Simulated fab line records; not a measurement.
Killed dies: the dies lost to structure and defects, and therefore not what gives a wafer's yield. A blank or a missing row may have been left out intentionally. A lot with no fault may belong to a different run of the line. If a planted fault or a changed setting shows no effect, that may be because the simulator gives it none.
Problem report, 8D (eight disciplines) form, completed by code | flow nand-harc | the parts of the form that need people (team, actions taken, sign-off) are left out

1. THE PROBLEM
Mean of killed-at-periphery at NHARC_END_SORT_01: 615.7 across 6 wafers in 2 lots; on wafers with no fault it is 3.5 (standard deviation 3). So: +99 or more standard deviations from the usual mean.
First seen on wafer L327.2, day 31 12:52, on prober-01. The record has a number at this step for 6 wafers belonging to 2 lots. The rule behind "out" and "out of limits": a value lying over 4 standard deviations away from the usual mean. The rest of the wafers with a number are treated as sound.

2. WHAT IT IS, AND WHAT IT ISN'T
question                    | is                               | is not
which readings at this step | killed-at-periphery, killed-dies | killed-at-array, killed-at-other, killed-open
which lots                  | L326, L327                       | -
which wafers of those lots  | all that have a number           | -
read on which gauges        | prober-01, prober-02             | -
when                        | from day 31 12:52                | up to then (0 sound wafers)

3. WHAT RULES OUT EACH SUSPECT
Counting: a tool stays on the suspect list if, at a process step up to the reading, it processed all lots that are out and no sound lot following the first of them.
- the gauge at NHARC_END_SORT_01 has been ruled out. The wafers that are out were read on 2 gauges (prober-01, prober-02).
- krf-scanner-04 at NHARC_P_GATE_EXPOSE_56 (exposes mask P PSD, target cd 720 nm): kept. It ran every lot that is out, first L326 (day 12 10:14), and no sound lot after that.
Left after counting: krf-scanner-04 at NHARC_P_GATE_EXPOSE_56.

4. THE CAUSE (what the simulator had put in)
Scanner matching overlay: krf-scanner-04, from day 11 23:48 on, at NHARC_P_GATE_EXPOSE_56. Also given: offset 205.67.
Only this tool survived the counting.

5. THE EFFECT CHAIN, in route order
Each row: a reading where the mean over the struck wafers with a number is more than 3 standard deviations away from the usual. Only readings whose record carries a usual standard deviation are examined. hours: median over the lots of the time between each lot's start at the first step of this table that gives one and its start at this step. sigmas: the change, counted in usual standard deviations.
hours | step              | reading             | usual | on struck wafers | change | sigmas
0     | NHARC_END_SORT_01 | killed-at-periphery | 3.5   | 615.7            | +612.2 | +99 or more
0     | NHARC_END_SORT_01 | killed-dies         | 67    | 677              | +610   | +36

6. HOW IT WOULD HAVE BEEN CAUGHT EARLIER
469 hours passed between the start of the fault at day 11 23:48 and the first reading out of limits at a measuring or inspecting step in this record, taken at day 31 12:52.
All the lots that are out (2) had begun NHARC_P_GATE_EXPOSE_56 on krf-scanner-04 by day 31 12:52. A hold on the tool at that time would have spared none of them.
